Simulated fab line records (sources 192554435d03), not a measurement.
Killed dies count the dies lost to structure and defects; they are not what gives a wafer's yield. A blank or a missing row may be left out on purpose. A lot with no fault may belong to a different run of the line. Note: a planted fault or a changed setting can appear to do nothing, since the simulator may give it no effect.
Split-lot trial | flow n5Finfet | route with 1938 steps; 7 lots, 21 wafers read

## THE SPLIT ITSELF
At N5_PMOS_HMC_CHANNEL_EPI_EXPOSE_06 (exposes mask PMOS HMC BLK, target cd 240 nm), the setting doseMj was moved away from the recipe's 41 on 3 of the 21 wafers read, by -6.8% to +5.4%. This setting was run at the recipe's value on the other wafers.

## FROM THE SPLIT TO THE READING: what the file shows between them, 2 steps
- N5_PMOS_HMC_CHANNEL_EPI_PEB_07: peb time 60 s
- N5_PMOS_HMC_CHANNEL_EPI_DEVELOP_08: develop time 30 s

## THE READING
cdNm at N5_PMOS_HMC_CHANNEL_EPI_CD_MEAS_09, given in nm (cd target 237.4 nm). Fault-free wafers of this fab line usually give 237.8 nm, standard deviation 0.94 nm.

wafer  | tool, chamber at the split | doseMj as run | against the recipe | cdNm, nm | against lot-mates on the recipe
L077.4 | arfiScanner-03, 0          | 41            | recipe             | 238.0    | -
L077.5 | arfiScanner-03, 0          | 41            | recipe             | 238.0    | -
L077.6 | arfiScanner-03, 0          | 40.11         | -2.2%              | 235.8    | -2.2
L082.3 | arfiScanner-03, 0          | 43.22         | +5.4%              | 241.3    | +4.2
L082.4 | arfiScanner-03, 0          | 41            | recipe             | 237.2    | -
L082.5 | arfiScanner-03, 0          | 41            | recipe             | 237.0    | -
L084.2 | arfiScanner-02, 0          | 41            | recipe             | 239.9    | -
L084.4 | arfiScanner-02, 0          | 41            | recipe             | 239.2    | -
L084.5 | arfiScanner-02, 0          | 41            | recipe             | 238.8    | -
L089.2 | arfiScanner-03, 0          | 41            | recipe             | 237.5    | -
L089.4 | arfiScanner-03, 0          | 41            | recipe             | 237.5    | -
L089.6 | arfiScanner-03, 0          | 41            | recipe             | 237.3    | -
L093.1 | arfiScanner-03, 0          | 41            | recipe             | 237.5    | -
L093.2 | arfiScanner-03, 0          | 41            | recipe             | 237.6    | -
L093.4 | arfiScanner-03, 0          | 41            | recipe             | 238.2    | -
L096.2 | arfiScanner-01, 0          | 41            | recipe             | 237.4    | -
L096.5 | arfiScanner-01, 0          | 41            | recipe             | 236.9    | -
L096.6 | arfiScanner-01, 0          | 38.22         | -6.8%              | 232.6    | -4.6
L097.1 | arfiScanner-01, 0          | 41            | recipe             | 236.9    | -
L097.2 | arfiScanner-01, 0          | 41            | recipe             | 235.4    | -
L097.5 | arfiScanner-01, 0          | 41            | recipe             | 235.3    | -

THE FIT
A straight line over all 21 wafers: cdNm changes by +0.719 nm for each +1% of doseMj; r = +0.81; the points scatter about the line by 1.1 nm.
The same after taking each lot's own level away (the mean of its wafers on the recipe; 21 wafers): +0.73 nm for each +1%; r = +0.96; scatter 0.42 nm.
According to that fit, moving doseMj by its largest amount changes the reading by 4.9 nm.
Measured against the standard deviation above, the lots' own levels, which go from 235.87 to 239.30 nm, span 3.7 times it.
So the lot-to-lot level changes the slope little: the two slopes agree.
Check: -5.53 nm against its lot-mates is what the line predicts for one of the wafers moved furthest among these (-6.8%) when that wafer is left out of the fit. Against them it came out at -4.55 nm.

## THE WHOLE CHAIN: every reading that the file lists as answering this split, in the file's order
step                                  | what it does                                                           | reading                                                                    | change (the file's fit)               | r (the file's)
N5_PMOS_HMC_CHANNEL_EPI_CD_MEAS_09    | target cd 237.4 nm                                                     | cdNm                                                                       | +0.725 nm for each +1% of the setting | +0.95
N5_PMOS_HMC_CHANNEL_EPI_DESCUM_14     | chemistry O2, time 7.9 s                                               | PMOS_HMC_CHANNEL_EPI.cdNm (the simulator's own value, which no gauge read) | +0.72 nm for each +1% of the setting  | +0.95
N5_PMOS_HMC_CHANNEL_EPI_ETCH_32       | etches BARC in N2/H2, stops on SiO2, target depth 85.8 nm, time 50.3 s | PMOS_HMC_CHANNEL_EPI.cdNm (the simulator's own value, which no gauge read) | +0.788 nm for each +1% of the setting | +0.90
N5_PMOS_HMC_CHANNEL_EPI_HM_OPEN_15    | chemistry CHF3/O2, target SiO2, target depth 40.6 nm, time 20.3 s      | PMOS_HMC_CHANNEL_EPI.cdNm (the simulator's own value, which no gauge read) | +0.782 nm for each +1% of the setting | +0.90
N5_PMOS_HMC_CHANNEL_EPI_FIN_RECESS_16 | chemistry HBr/Cl2, target Si, target depth 54 nm, time 18 s            | PMOS_HMC_CHANNEL_EPI.cdNm (the simulator's own value, which no gauge read) | +0.771 nm for each +1% of the setting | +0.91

## FILE'S OWN FIT
cdNm changes by +0.725 nm for each +1% of doseMj, r = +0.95.
